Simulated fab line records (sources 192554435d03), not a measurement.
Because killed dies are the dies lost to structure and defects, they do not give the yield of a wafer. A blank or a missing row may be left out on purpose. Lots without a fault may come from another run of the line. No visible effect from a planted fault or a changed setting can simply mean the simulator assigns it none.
fab line records	flow n5Finfet
record: lots: 24	wafers: 72	lastDay: 17
route steps=1938 shown BEOL_M0_SAQP@679 BEOL_M0_CUTY@713 BEOL_M0@715
lots that met no fault: from a run of the same line without faults
startH: hours from the record's first day to the start of the lot's first wafer shown	waitH: hours from the lot's prior step to this one	" unchanged from the row above	L1.1+2: a row that stands for several wafers	- no value, or no start given	* or withheld: withheld	< > ~ a bound
route shown NAME@n: a module of which the file shows steps, and the number in the route of the first	usual: mean and standard deviation over wafers with no fault	same: alike in all rows	chamber/n: place in a boat	sites: each site's reading	_std_site: the values' standard deviation	_edge_site: inner sites' mean taken away from outer sites' mean	radiusMm: for every site, how far away it sits from the centre of the wafer	mask NAME#n: copy n	behind: the tool/chamber that last shaped the wafer	hold: what put the lot on hold/how long, in hours/how the hold closed	device: which transistor (n, p or np) failed to switch	end of line: at the end of the route, the tests of the same wafers	a step with no rows: only its recipe	killed: the dies lost at the first sort to structure and to defects; this is not the yield of the wafer	map: the dies of a wafer, with x for killed, . for not killed, _ for no die there
set.NAME: the setting that was run; set.NAME@STEP: the one run at that earlier step	model.NAME: the simulator's own value behind a step, which no gauge read
steps of the route over a sample of lots; a table a step, a row a wafer
services: when a tool's chamber went out of use (startH, in hours from the record's first day, below 0 if earlier), for how many hours, and the reason
== steps ==
step: N5_BEOL_M0_SAQP_CD_MEAS_29
recipe: targetCdNm: 14.4	landingEnergyEv: 1000	detector: seInlens
usual: cdNm: 15.02/0.22
lot.wafer	tool	chamber	startH	waitH	cdNm
L074.1	cdSem-01	0	110.89	0.1	15.00
L074.4	"	0	"	"	15.52
L074.6	"	0	"	"	15.29
L075.1	cdSem-01	0	116.05	0.1	14.96
L075.2	"	0	"	"	15.11
L075.4	"	0	"	"	14.91
L076.2	cdSem-03	0	123.61	0.1	15.40
L076.5	"	0	"	"	14.84
L076.6	"	0	"	"	15.20
L077.1	cdSem-01	0	131.44	0.1	14.95
L077.2	"	0	"	"	15.33
L077.4	"	0	"	"	15.13
L078.4	cdSem-02	0	132.73	0.1	15.08
L078.5	"	0	"	"	14.81
L078.6	"	0	"	"	14.83
L079.3	cdSem-02	0	142.61	0.1	14.76
L079.4	"	0	"	"	15.25
L079.6	"	0	"	"	15.04
L080.1	cdSem-03	0	149.21	0.1	14.69
L080.2	"	0	"	"	14.79
L080.6	"	0	"	"	14.65
L081.2	cdSem-03	0	156.69	0.1	15.36
L081.4	"	0	"	"	15.02
L081.5	"	0	"	"	15.22
L082.1	cdSem-02	0	161.65	0.1	15.49
L082.4	"	0	"	"	15.29
L082.6	"	0	"	"	14.91
L083.2	cdSem-02	0	166.22	0.1	15.61
L083.5	"	0	"	"	15.28
L083.6	"	0	"	"	15.35
L084.3	cdSem-03	0	171.56	0.1	15.04
L084.4	"	0	"	"	15.07
L084.5	"	0	"	"	14.84
L085.2	cdSem-03	0	177.52	0.1	15.16
L085.4	"	0	"	"	15.42
L085.6	"	0	"	"	14.74
L086.2	cdSem-02	0	184.66	0.1	14.70
L086.4	"	0	"	"	14.86
L086.6	"	0	"	"	14.89
L087.1	cdSem-02	0	187.36	0.1	14.91
L087.4	"	0	"	"	15.02
L087.6	"	0	"	"	14.73
L088.2	cdSem-03	0	196.68	0.1	14.97
L088.3	"	0	"	"	14.66
L088.4	"	0	"	"	15.10
L089.2	cdSem-02	0	197.91	0.1	15.02
L089.4	"	0	"	"	15.25
L089.6	"	0	"	"	14.95
L090.2	cdSem-02	0	212.50	0.1	14.84
L090.3	"	0	"	"	15.03
L090.4	"	0	"	"	14.94
L091.3	cdSem-03	0	216.76	0.1	14.93
L091.4	"	0	"	"	15.13
L091.5	"	0	"	"	14.82
L092.2	cdSem-03	0	220.71	0.1	15.45
L092.3	"	0	"	"	14.60
L092.4	"	0	"	"	15.33
L093.1	cdSem-03	0	230.38	0.1	15.25
L093.3	"	0	"	"	15.09
L093.4	"	0	"	"	14.93
L094.1	cdSem-01	0	231.94	0.1	15.27
L094.3	"	0	"	"	14.88
L094.5	"	0	"	"	15.17
L095.2	cdSem-03	0	236.79	0.1	14.88
L095.5	"	0	"	"	14.98
L095.6	"	0	"	"	15.05
L096.1	cdSem-03	0	248.75	0.1	14.83
L096.4	"	0	"	"	15.25
L096.6	"	0	"	"	15.11
L097.4	cdSem-03	0	251.16	0.1	14.87
L097.5	"	0	"	"	15.13
L097.6	"	0	"	"	14.90
step: N5_BEOL_M0_SAQP_CD_MEAS_40
recipe: targetCdNm: 30	landingEnergyEv: 500	detector: seInlens
usual: cdNm: 30.09/0.24
lot.wafer	tool	chamber	startH	waitH	cdNm
L074.1	cdSem-03	0	111.20	-	29.66
L074.4	"	0	"	"	29.98
L074.6	"	0	"	"	30.21
L075.1	cdSem-01	0	116.49	-	30.47
L075.2	"	0	"	"	29.94
L075.4	"	0	"	"	30.31
L076.2	cdSem-02	0	124.08	-	30.11
L076.5	"	0	"	"	30.05
L076.6	"	0	"	"	29.83
L077.1	cdSem-02	0	131.75	-	30.55
L077.2	"	0	"	"	30.16
L077.4	"	0	"	"	30.04
L078.4	cdSem-01	0	133.04	-	29.85
L078.5	"	0	"	"	30.21
L078.6	"	0	"	"	29.88
L079.3	cdSem-03	0	143.04	-	29.79
L079.4	"	0	"	"	29.63
L079.6	"	0	"	"	29.57
L080.1	cdSem-03	0	149.52	-	29.71
L080.2	"	0	"	"	29.94
L080.6	"	0	"	"	29.65
L081.2	cdSem-03	0	157.00	-	29.83
L081.4	"	0	"	"	29.83
L081.5	"	0	"	"	30.00
L082.1	cdSem-01	0	161.96	-	29.93
L082.4	"	0	"	"	29.79
L082.6	"	0	"	"	29.86
L083.2	cdSem-01	0	166.53	-	30.22
L083.5	"	0	"	"	30.28
L083.6	"	0	"	"	29.86
L084.3	cdSem-02	0	171.99	-	30.62
L084.4	"	0	"	"	30.10
L084.5	"	0	"	"	30.31
L085.2	cdSem-01	0	177.83	-	30.11
L085.4	"	0	"	"	30.53
L085.6	"	0	"	"	30.18
L086.2	cdSem-03	0	185.10	-	30.55
L086.4	"	0	"	"	30.23
L086.6	"	0	"	"	30.18
L087.1	cdSem-03	0	187.79	-	29.85
L087.4	"	0	"	"	30.29
L087.6	"	0	"	"	30.29
L088.2	cdSem-01	0	196.99	-	30.09
L088.3	"	0	"	"	30.31
L088.4	"	0	"	"	30.31
L089.2	cdSem-01	0	198.34	-	30.22
L089.4	"	0	"	"	30.36
L089.6	"	0	"	"	30.38
L090.2	cdSem-03	0	212.93	-	30.51
L090.3	"	0	"	"	29.94
L090.4	"	0	"	"	30.04
L091.3	cdSem-03	0	217.06	-	29.91
L091.4	"	0	"	"	30.21
L091.5	"	0	"	"	30.33
L092.2	cdSem-03	0	221.19	-	29.90
L092.3	"	0	"	"	30.15
L092.4	"	0	"	"	30.07
L093.1	cdSem-02	0	230.69	-	30.18
L093.3	"	0	"	"	30.25
L093.4	"	0	"	"	30.03
L094.1	cdSem-03	0	232.38	-	30.02
L094.3	"	0	"	"	30.21
L094.5	"	0	"	"	30.20
L095.2	cdSem-01	0	237.10	-	29.72
L095.5	"	0	"	"	30.12
L095.6	"	0	"	"	29.70
L096.1	cdSem-02	0	249.06	-	30.24
L096.4	"	0	"	"	30.15
L096.6	"	0	"	"	30.21
L097.4	cdSem-03	0	251.47	-	30.21
L097.5	"	0	"	"	29.82
L097.6	"	0	"	"	30.34
step: N5_BEOL_M0_SAQP_OVL_MEAS_41
recipe: pointsPerWafer: 522
usual: M0_CUT1_OVL: 0.1/0.68
lot.wafer	tool	chamber	startH	waitH	M0_CUT1_OVL[nm]
L074.1	overlay-02	0	111.23	0.0	0.9
L074.4	"	0	"	"	1.3
L074.6	"	0	"	"	0.4
L075.1	overlay-02	0	116.52	0.0	-0.1
L075.2	"	0	"	"	-0.1
L075.4	"	0	"	"	1.7
L076.2	overlay-01	0	124.11	0.0	0.8
L076.5	"	0	"	"	0.3
L076.6	"	0	"	"	-0.6
L077.1	overlay-02	0	131.78	0.0	0.4
L077.2	"	0	"	"	-0.4
L077.4	"	0	"	"	0.2
L078.4	overlay-02	0	133.08	0.0	0.7
L078.5	"	0	"	"	0.5
L078.6	"	0	"	"	-0.5
L079.3	overlay-01	0	143.08	0.0	1.1
L079.4	"	0	"	"	0.1
L079.6	"	0	"	"	0.7
L080.1	overlay-02	0	149.55	0.0	0.0
L080.2	"	0	"	"	-0.4
L080.6	"	0	"	"	-0.1
L081.2	overlay-02	0	157.03	0.0	0.2
L081.4	"	0	"	"	-0.8
L081.5	"	0	"	"	-0.7
L082.1	overlay-02	0	161.99	0.0	0.9
L082.4	"	0	"	"	0.3
L082.6	"	0	"	"	0.4
L083.2	overlay-01	0	166.57	0.0	0.8
L083.5	"	0	"	"	0.1
L083.6	"	0	"	"	0.4
L084.3	overlay-01	0	172.03	0.0	-0.1
L084.4	"	0	"	"	-0.4
L084.5	"	0	"	"	-1.0
L085.2	overlay-01	0	177.86	0.0	-0.6
L085.4	"	0	"	"	-0.4
L085.6	"	0	"	"	-0.2
L086.2	overlay-02	0	185.13	0.0	0.4
L086.4	"	0	"	"	1.0
L086.6	"	0	"	"	0.5
L087.1	overlay-02	0	187.82	0.0	-1.3
L087.4	"	0	"	"	-0.6
L087.6	"	0	"	"	-0.5
L088.2	overlay-02	0	197.02	0.0	-0.5
L088.3	"	0	"	"	-0.8
L088.4	"	0	"	"	-0.2
L089.2	overlay-02	0	198.38	0.0	0.4
L089.4	"	0	"	"	-0.2
L089.6	"	0	"	"	-0.3
L090.2	overlay-02	0	212.96	0.0	0.3
L090.3	"	0	"	"	0.2
L090.4	"	0	"	"	0.3
L091.3	overlay-02	0	217.10	0.0	-0.5
L091.4	"	0	"	"	-0.1
L091.5	"	0	"	"	0.0
L092.2	overlay-02	0	221.23	0.0	1.6
L092.3	"	0	"	"	1.9
L092.4	"	0	"	"	0.9
L093.1	overlay-01	0	230.72	0.0	-0.1
L093.3	"	0	"	"	-0.1
L093.4	"	0	"	"	-1.2
L094.1	overlay-01	0	232.41	0.0	0.0
L094.3	"	0	"	"	-0.6
L094.5	"	0	"	"	0.9
L095.2	overlay-01	0	237.14	0.0	-0.9
L095.5	"	0	"	"	-0.4
L095.6	"	0	"	"	-0.7
L096.1	overlay-01	0	249.09	0.0	-0.3
L096.4	"	0	"	"	-0.7
L096.6	"	0	"	"	-0.1
L097.4	overlay-02	0	251.51	0.0	1.1
L097.5	"	0	"	"	0.1
L097.6	"	0	"	"	0.9
step: N5_BEOL_M0_CUTY_ETCH_63
recipe: chemistry: N2/H2	target: SOC	targetDepthA: 827	overetchA: 165	maskMaterial: SiARC	tempC: 40	ionEnergyEv: 200	timeS: 124	pressureMtorr: 30	sourceW: 840	biasW: 150	n2FlowSccm: 200	h2FlowSccm: 200
usual: drypumpMotorCurrentA: 5.7/0.37	oesProductAu: 0.65/0.064	rfVppV: 524.0/2.6	showerheadPlenumPTorr: 2.55/0.091	throttleValvePct: 17.85/0.23
lot.wafer	tool	chamber	startH	waitH	drypumpMotorCurrentA	oesProductAu	rfHoursCounterH	rfVppV	showerheadPlenumPTorr	throttleValvePct
L074.1	rieDiel-01	3	113.75	0.0	5.4	0.70	54	525.0	2.57	17.78
L074.4	"	2	"	"	5.3	0.57	245	526.0	2.61	18.15
L074.6	"	2	"	"	5.3	0.56	-	525.3	2.61	18.15
L075.1	rieDiel-01	1	118.09	0.0	5.4	0.62	174	524.2	2.54	18.05
L075.2	"	3	"	"	5.4	0.69	56	522.6	2.57	17.81
L075.4	"	0	"	"	6.5	0.79	7	530.8	2.73	17.54
L076.2	rieDiel-04	2	125.55	0.0	5.6	0.61	156	524.2	2.54	17.94
L076.5	"	3	"	"	6.1	0.63	-	521.4	2.43	17.56
L076.6	"	2	"	"	5.6	0.62	-	523.6	2.54	17.95
L077.1	rieDiel-06	2	133.61	0.0	5.3	0.74	28	526.1	2.59	17.55
L077.2	"	1	"	"	5.7	0.57	231	519.6	2.40	18.15
L077.4	"	2	"	"	5.3	0.75	-	524.3	2.59	17.55
L078.4	rieDiel-06	2	134.78	0.1	5.3	0.76	-	525.3	2.59	17.53
L078.5	"	1	"	"	5.7	0.57	-	519.6	2.40	18.16
L078.6	"	0	"	"	6.1	0.62	-	520.3	2.42	18.08
L079.3	rieDiel-04	3	144.63	0.0	6.1	0.61	147	521.9	2.43	17.56
L079.4	"	0	"	"	5.9	0.63	127	521.2	2.45	17.61
L079.6	"	1	"	"	5.5	0.59	-	526.8	2.63	18.16
L080.1	rieDiel-04	3	151.17	0.0	6.1	0.61	150	520.4	2.43	17.58
L080.2	"	1	"	"	5.5	0.58	218	526.9	2.63	18.16
L080.6	"	1	"	"	5.5	0.59	-	525.0	2.63	18.16
L081.2	rieDiel-06	1	159.83	0.0	5.7	0.57	240	519.1	2.40	18.18
L081.4	"	0	"	"	6.0	0.60	178	521.4	2.42	18.09
L081.5	"	0	"	"	6.0	0.61	-	520.8	2.42	18.09
L082.1	rieDiel-06	2	164.04	0.0	5.3	0.73	39	525.9	2.59	17.56
L082.4	"	3	"	"	6.0	0.64	106	523.2	2.55	17.62
L082.6	"	3	"	"	6.0	0.64	-	524.7	2.55	17.63
L083.2	rieDiel-06	3	168.81	0.0	6.0	0.64	108	524.2	2.55	17.63
L083.5	"	3	"	"	6.0	0.63	-	524.3	2.55	17.62
L083.6	"	0	"	"	6.1	0.61	-	519.7	2.42	18.08
L084.3	rieDiel-04	1	173.75	0.0	5.6	0.59	226	525.6	2.63	18.16
L084.4	"	3	"	"	6.1	0.62	158	522.4	2.42	17.58
L084.5	"	0	"	"	5.9	0.62	-	521.3	2.45	17.63
L085.2	rieDiel-01	3	179.51	0.0	5.4	0.67	80	523.7	2.56	17.85
L085.4	"	0	"	"	6.5	0.74	30	528.9	2.72	17.58
L085.6	"	1	"	"	5.4	0.60	-	523.6	2.53	18.11
L086.2	rieDiel-01	2	187.70	0.0	5.3	0.76	13	525.7	2.60	17.77
L086.4	"	3	"	"	5.4	0.67	83	524.9	2.56	17.85
L086.6	"	2	"	"	5.3	0.76	-	525.8	2.60	17.78
L087.1	rieDiel-01	2	189.65	0.0	5.3	0.76	14	524.4	2.60	17.80
L087.4	"	1	"	"	5.4	0.61	202	524.2	2.52	18.10
L087.6	"	0	"	"	6.5	0.74	-	528.7	2.71	17.59
L088.2	rieDiel-01	0	199.16	0.0	6.5	0.73	39	529.1	2.71	17.59
L088.3	"	3	"	"	5.4	0.67	88	523.2	2.56	17.86
L088.4	"	1	"	"	5.4	0.60	203	524.1	2.52	18.11
L089.2	rieDiel-06	1	200.58	0.0	5.7	0.81	1	527.0	2.71	17.74
L089.4	"	3	"	"	6.0	0.63	121	523.9	2.54	17.66
L089.6	"	3	"	"	6.0	0.63	-	524.0	2.54	17.64
L090.2	rieDiel-04	0	214.49	0.0	5.9	0.61	153	519.8	2.44	17.65
L090.3	"	3	"	"	6.1	0.60	174	522.3	2.42	17.60
L090.4	"	2	"	"	5.5	0.59	188	523.6	2.53	18.01
L091.3	rieDiel-01	3	218.79	0.0	5.4	0.66	95	524.1	2.56	17.87
L091.4	"	1	"	"	5.4	0.60	211	523.0	2.52	18.14
L091.5	"	2	"	"	5.3	0.74	-	522.9	2.60	17.82
L092.2	rieDiel-06	2	223.11	0.0	5.3	0.70	63	525.4	2.58	17.61
L092.3	"	3	"	"	6.0	0.62	128	525.1	2.54	17.65
L092.4	"	1	"	"	5.7	0.77	11	528.4	2.71	17.75
L093.1	rieDiel-06	0	232.41	0.0	6.0	0.59	207	520.3	2.41	18.14
L093.3	"	3	"	"	6.0	0.61	130	524.9	2.54	17.64
L093.4	"	2	"	"	5.3	0.69	66	524.6	2.58	17.60
L094.1	rieDiel-04	0	234.03	0.0	5.9	0.61	161	521.5	2.44	17.68
L094.3	"	1	"	"	5.5	0.56	246	525.5	2.62	18.20
L094.5	"	0	"	"	5.9	0.60	-	520.7	2.44	17.67
L095.2	rieDiel-01	3	238.73	0.0	5.4	0.66	102	524.8	2.55	17.88
L095.5	"	3	"	"	5.4	0.66	-	524.7	2.55	17.88
L095.6	"	2	"	"	5.3	0.72	-	524.1	2.59	17.81
L096.1	rieDiel-06	2	250.76	0.0	5.3	0.70	71	524.8	2.58	17.61
L096.4	"	3	"	"	6.0	0.62	136	523.1	2.54	17.67
L096.6	"	2	"	"	5.3	0.69	-	526.3	2.58	17.62
L097.4	rieDiel-01	2	253.31	0.0	5.3	0.72	36	525.4	2.59	17.83
L097.5	"	2	"	"	5.3	0.71	-	524.9	2.59	17.81
L097.6	"	3	"	"	5.4	0.65	-	525.5	2.55	17.89
step: N5_BEOL_M0_ETCH_138
recipe: chemistry: CH3F/O2	targetDepthA: 120	target: SiCN	timeS: 31.6	ionEnergyEv: 120	pressureMtorr: 30	sourceW: 395	biasW: 75	Ar_flow_sccm: 150	CH3F_flow_sccm: 30	O2_flow_sccm: 20	ends: cleared
usual: drypumpMotorCurrentA: 5.7/0.36	etchRfOnTimeS: 29.5/0.82	oesProductAu: 0.68/0.07	rfVppV: 297.5/1.6	showerheadPlenumPTorr: 2.01/0.068	throttleValvePct: 16.37/0.25
lot.wafer	tool	chamber	startH	waitH	drypumpMotorCurrentA	etchRfOnTimeS	oesProductAu	rfHoursCounterH	rfVppV	showerheadPlenumPTorr	throttleValvePct
L074.1	rieDiel-01	3	113.87	0.0	5.4	27.8	0.73	55	296.8	2.03	16.35
L074.4	"	2	"	"	5.3	30.7	0.59	245	298.4	2.06	16.67
L074.6	"	2	"	"	5.3	31.2	0.59	-	299.0	2.06	16.69
L075.1	rieDiel-01	1	118.22	0.0	5.4	29.9	0.63	174	296.9	2.01	16.63
L075.2	"	3	"	"	5.4	28.0	0.73	56	296.9	2.03	16.35
L075.4	"	0	"	"	6.5	29.7	0.83	7	300.0	2.13	15.90
L076.2	rieDiel-04	2	125.67	0.0	5.6	30.1	0.63	156	297.1	1.99	16.43
L076.5	"	3	"	"	6.1	28.5	0.66	-	296.4	1.92	16.03
L076.6	"	2	"	"	5.5	30.2	0.63	-	297.3	1.99	16.42
L077.1	rieDiel-06	2	133.74	0.0	5.3	28.8	0.78	28	297.5	2.06	16.12
L077.2	"	1	"	"	5.7	29.2	0.59	231	295.4	1.89	16.63
L077.4	"	2	"	"	5.3	30.4	0.78	-	298.5	2.06	16.14
L078.4	rieDiel-06	2	134.89	0.0	5.3	29.7	0.79	-	298.2	2.06	16.16
L078.5	"	1	"	"	5.7	30.4	0.60	-	295.2	1.89	16.64
L078.6	"	0	"	"	6.0	29.9	0.64	-	295.3	1.91	16.67
L079.3	rieDiel-04	3	144.76	0.0	6.1	28.7	0.65	148	297.2	1.92	16.03
L079.4	"	0	"	"	5.8	30.2	0.64	127	295.5	1.93	16.07
L079.6	"	1	"	"	5.5	30.7	0.60	-	298.1	2.05	16.62
L080.1	rieDiel-04	3	151.30	0.0	6.1	29.3	0.65	150	295.7	1.91	16.04
L080.2	"	1	"	"	5.5	30.2	0.60	218	299.0	2.05	16.64
L080.6	"	1	"	"	5.6	30.2	0.61	-	299.8	2.05	16.64
L081.2	rieDiel-06	1	159.95	0.0	5.7	29.4	0.59	240	294.4	1.88	16.64
L081.4	"	0	"	"	6.0	30.2	0.63	178	295.5	1.91	16.70
L081.5	"	0	"	"	6.0	30.2	0.64	-	294.5	1.91	16.67
L082.1	rieDiel-06	2	164.16	0.0	5.3	28.8	0.76	39	298.6	2.05	16.16
L082.4	"	3	"	"	6.0	29.6	0.67	106	298.7	2.00	16.19
L082.6	"	3	"	"	6.0	29.6	0.67	-	297.3	2.00	16.19
L083.2	rieDiel-06	3	168.94	0.0	6.0	28.6	0.67	108	299.1	2.00	16.17
L083.5	"	3	"	"	6.0	28.6	0.67	-	297.1	2.00	16.18
L083.6	"	0	"	"	6.0	29.4	0.64	-	295.9	1.91	16.71
L084.3	rieDiel-04	1	173.88	0.0	5.5	30.1	0.60	226	298.1	2.05	16.65
L084.4	"	3	"	"	6.1	28.5	0.65	158	296.0	1.91	16.06
L084.5	"	0	"	"	5.9	29.2	0.65	-	295.9	1.93	16.10
L085.2	rieDiel-01	3	179.63	0.0	5.4	28.4	0.71	80	298.6	2.02	16.40
L085.4	"	0	"	"	6.5	29.9	0.77	31	300.4	2.12	15.94
L085.6	"	1	"	"	5.4	30.2	0.62	-	296.8	2.00	16.68
L086.2	rieDiel-01	2	187.82	0.0	5.3	29.2	0.78	13	298.1	2.05	16.27
L086.4	"	3	"	"	5.4	29.5	0.71	83	299.4	2.02	16.38
L086.6	"	2	"	"	5.3	29.6	0.77	-	299.4	2.05	16.26
L087.1	rieDiel-01	2	189.78	0.0	5.3	30.3	0.79	14	298.3	2.05	16.27
L087.4	"	1	"	"	5.4	31.0	0.62	202	297.1	2.00	16.66
L087.6	"	0	"	"	6.5	30.0	0.76	-	300.3	2.12	15.94
L088.2	rieDiel-01	0	199.29	0.0	6.5	27.8	0.76	39	300.4	2.12	15.97
L088.3	"	3	"	"	5.4	28.4	0.70	88	297.8	2.02	16.40
L088.4	"	1	"	"	5.3	30.0	0.62	203	296.7	2.00	16.66
L089.2	rieDiel-06	1	200.71	0.0	5.7	28.3	0.84	1	300.6	2.13	16.17
L089.4	"	3	"	"	6.0	28.9	0.65	121	298.5	2.00	16.20
L089.6	"	3	"	"	6.0	29.7	0.66	-	296.8	2.00	16.21
L090.2	rieDiel-04	0	214.62	0.0	5.8	29.8	0.63	153	296.8	1.92	16.11
L090.3	"	3	"	"	6.1	29.3	0.64	174	295.3	1.91	16.10
L090.4	"	2	"	"	5.6	30.7	0.61	188	298.2	1.98	16.48
L091.3	rieDiel-01	3	218.92	0.0	5.4	29.4	0.70	95	298.1	2.02	16.43
L091.4	"	1	"	"	5.4	30.6	0.61	211	297.1	2.00	16.71
L091.5	"	2	"	"	5.3	30.2	0.76	-	298.9	2.05	16.28
L092.2	rieDiel-06	2	223.24	0.0	5.3	28.6	0.73	64	297.7	2.05	16.21
L092.3	"	3	"	"	6.0	27.9	0.65	128	297.2	2.00	16.21
L092.4	"	1	"	"	5.7	29.1	0.81	11	300.8	2.12	16.19
L093.1	rieDiel-06	0	232.53	0.0	6.0	29.4	0.62	207	295.2	1.90	16.74
L093.3	"	3	"	"	6.0	30.7	0.64	131	297.4	2.00	16.22
L093.4	"	2	"	"	5.3	29.8	0.74	66	297.0	2.05	16.23
L094.1	rieDiel-04	0	234.15	0.0	5.9	28.8	0.63	161	296.0	1.92	16.14
L094.3	"	1	"	"	5.5	29.4	0.58	246	298.8	2.04	16.71
L094.5	"	0	"	"	5.9	29.0	0.63	-	296.4	1.92	16.15
L095.2	rieDiel-01	3	238.85	0.0	5.4	28.2	0.70	102	298.3	2.01	16.43
L095.5	"	3	"	"	5.4	28.5	0.69	-	296.8	2.01	16.44
L095.6	"	2	"	"	5.3	30.1	0.75	-	298.1	2.05	16.30
L096.1	rieDiel-06	2	250.88	0.0	5.3	28.6	0.73	71	299.1	2.04	16.23
L096.4	"	3	"	"	6.0	29.3	0.65	136	297.5	1.99	16.23
L096.6	"	2	"	"	5.3	29.0	0.72	-	297.1	2.04	16.22
L097.4	rieDiel-01	2	253.43	0.0	5.3	30.6	0.74	36	298.5	2.04	16.32
L097.5	"	2	"	"	5.3	30.7	0.75	-	298.7	2.04	16.30
L097.6	"	3	"	"	5.4	29.6	0.69	-	297.3	2.01	16.45
step: N5_BEOL_M0_STRIP_140
recipe: chemistry: CF4	resist: SiARC	powerW: 300	biasPowerW: 75	pressureMtorr: 50	cf4FlowSccm: 150	rfFrequencyHz: 6e+07
usual: drypumpMotorCurrentA: 5.7/0.38	oesProductAu: 0.78/0.076	rfVppV: 271.1/1.7	showerheadPlenumPTorr: 1.80/0.056	throttleValvePct: 13.62/0.29
lot.wafer	tool	chamber	startH	waitH	drypumpMotorCurrentA	oesProductAu	rfHoursCounterH	rfVppV	showerheadPlenumPTorr	throttleValvePct
L074.1	rieDiel-01	3	117.57	0.2	5.4	0.84	56	271.6	1.84	13.67
L074.4	"	0	"	"	6.5	0.95	6	272.9	1.90	13.12
L074.6	"	1	"	"	5.4	0.75	-	271.9	1.79	13.81
L075.1	rieDiel-04	2	122.47	0.4	5.5	0.74	156	271.0	1.80	13.73
L075.2	"	0	"	"	5.8	0.76	120	269.0	1.73	13.34
L075.4	"	3	"	"	6.1	0.75	140	269.8	1.74	13.42
L076.2	rieDiel-06	1	126.10	0.2	5.7	0.70	227	269.9	1.70	13.90
L076.5	"	1	"	"	5.7	0.70	-	268.3	1.70	13.91
L076.6	"	2	"	"	5.3	0.90	-	271.3	1.82	13.22
L077.1	rieDiel-04	1	137.63	0.2	5.5	0.71	213	273.7	1.84	13.96
L077.2	"	3	"	"	6.1	0.74	146	270.3	1.74	13.42
L077.4	"	2	"	"	5.5	0.74	162	270.1	1.80	13.76
L078.4	rieDiel-04	2	140.57	0.1	5.5	0.73	162	270.2	1.80	13.76
L078.5	"	1	"	"	5.5	0.71	-	271.3	1.84	13.97
L078.6	"	2	"	"	5.5	0.74	-	271.0	1.80	13.79
L079.3	rieDiel-01	3	146.15	0.4	5.4	0.82	68	273.7	1.83	13.71
L079.4	"	3	"	"	5.4	0.83	-	270.3	1.83	13.70
L079.6	"	1	"	"	5.4	0.73	-	272.0	1.79	13.87
L080.1	rieDiel-04	2	153.91	0.2	5.5	0.72	167	271.5	1.79	13.79
L080.2	"	3	"	"	6.1	0.74	151	267.4	1.74	13.43
L080.6	"	2	"	"	5.5	0.73	-	271.6	1.79	13.76
L081.2	rieDiel-06	1	160.39	0.2	5.7	0.69	240	268.1	1.70	13.94
L081.4	"	0	"	"	6.0	0.73	178	270.9	1.73	14.01
L081.5	"	1	"	"	5.7	0.69	-	268.2	1.70	13.95
L082.1	rieDiel-01	3	167.21	0.2	5.4	0.81	76	272.6	1.83	13.73
L082.4	"	2	"	"	5.3	0.92	6	271.9	1.84	13.45
L082.6	"	1	"	"	5.4	0.73	-	271.7	1.79	13.88
L083.2	rieDiel-06	0	169.86	0.1	6.0	0.73	182	269.3	1.73	14.02
L083.5	"	2	"	"	5.3	0.87	-	272.1	1.81	13.27
L083.6	"	1	"	"	5.7	0.69	-	269.6	1.70	13.94
L084.3	rieDiel-06	3	177.43	0.1	6.0	0.75	112	273.0	1.79	13.40
L084.4	"	2	"	"	5.3	0.87	44	271.8	1.81	13.28
L084.5	"	2	"	"	5.3	0.87	-	268.9	1.81	13.29
L085.2	rieDiel-01	2	180.89	0.4	5.3	0.92	11	271.6	1.84	13.47
L085.4	"	3	"	"	5.4	0.81	81	271.6	1.83	13.73
L085.6	"	0	"	"	6.5	0.89	-	274.2	1.89	13.19
L086.2	rieDiel-01	3	189.02	0.4	5.4	0.82	83	271.1	1.83	13.73
L086.4	"	2	"	"	5.3	0.90	14	273.5	1.84	13.48
L086.6	"	3	"	"	5.4	0.81	-	268.5	1.83	13.72
L087.1	rieDiel-04	0	191.79	0.2	5.8	0.74	144	267.4	1.73	13.38
L087.4	"	1	"	"	5.5	0.70	232	273.1	1.84	14.01
L087.6	"	0	"	"	5.9	0.73	-	268.2	1.73	13.39
L088.2	rieDiel-01	3	202.01	0.1	5.4	0.80	89	271.4	1.83	13.73
L088.3	"	2	"	"	5.3	0.89	20	272.5	1.84	13.51
L088.4	"	1	"	"	5.3	0.72	204	271.5	1.78	13.90
L089.2	rieDiel-04	1	202.28	0.3	5.5	0.69	235	273.2	1.84	14.01
L089.4	"	0	"	"	5.8	0.73	148	270.8	1.73	13.39
L089.6	"	1	"	"	5.5	0.69	-	270.4	1.84	14.02
L090.2	rieDiel-01	0	215.08	0.1	6.5	0.85	45	270.4	1.89	13.23
L090.3	"	2	"	"	5.3	0.88	24	272.8	1.84	13.51
L090.4	"	3	"	"	5.4	0.79	94	271.4	1.83	13.78
L091.3	rieDiel-04	0	220.49	0.1	5.9	0.73	156	269.2	1.72	13.43
L091.4	"	2	"	"	5.5	0.71	190	270.2	1.79	13.80
L091.5	"	2	"	"	5.5	0.72	-	270.6	1.79	13.80
L092.2	rieDiel-06	3	225.05	0.1	6.0	0.74	129	273.0	1.78	13.44
L092.3	"	2	"	"	5.3	0.84	64	272.3	1.81	13.32
L092.4	"	1	"	"	5.7	0.93	11	271.5	1.90	13.38
L093.1	rieDiel-01	1	237.07	0.1	5.4	0.71	216	269.8	1.78	13.91
L093.3	"	2	"	"	5.4	0.87	31	271.5	1.84	13.52
L093.4	"	3	"	"	5.4	0.80	101	271.8	1.82	13.78
L094.1	rieDiel-04	2	237.09	0.1	5.6	0.71	195	270.4	1.79	13.84
L094.3	"	0	"	"	5.9	0.73	162	271.7	1.72	13.43
L094.5	"	1	"	"	5.5	0.69	-	272.1	1.83	14.08
L095.2	rieDiel-01	1	239.75	0.4	5.4	0.71	217	270.6	1.78	13.92
L095.5	"	2	"	"	5.3	0.86	-	272.1	1.83	13.47
L095.6	"	3	"	"	5.4	0.79	-	272.9	1.82	13.79
L096.1	rieDiel-06	3	251.67	0.1	6.0	0.73	136	271.3	1.78	13.48
L096.4	"	1	"	"	5.7	0.90	18	272.4	1.90	13.44
L096.6	"	3	"	"	6.0	0.75	-	272.6	1.78	13.48
L097.4	rieDiel-06	1	257.43	0.1	5.7	0.91	21	273.9	1.90	13.44
L097.5	"	3	"	"	6.0	0.74	-	271.0	1.78	13.46
L097.6	"	0	"	"	6.1	0.70	-	271.4	1.72	14.09
== services ==
tool	chamber	startH	hours	kind
rieDiel-01	2	127.75	5.9	repair
rieDiel-06	3	132.13	5.1	repair
rieDiel-06	1	185.36	-	clean
rieDiel-06	1	185.36	-	consumableReplace:focusRing
rieDiel-06	1	185.36	-	consumableReplace:showerhead
rieDiel-06	1	185.36	11.7	scheduledDown
rieDiel-06	1	185.36	11.7	ventCycle
rieDiel-06	3	201.78	4.3	repair
rieDiel-04	3	231.06	9.3	repair
rieDiel-04	2	245.90	6.5	repair
rieDiel-04	1	252.68	-	clean
rieDiel-04	1	252.68	-	consumableReplace:focusRing
rieDiel-04	1	252.68	16.5	scheduledDown
rieDiel-04	1	252.68	16.5	ventCycle
== key ==
fault none
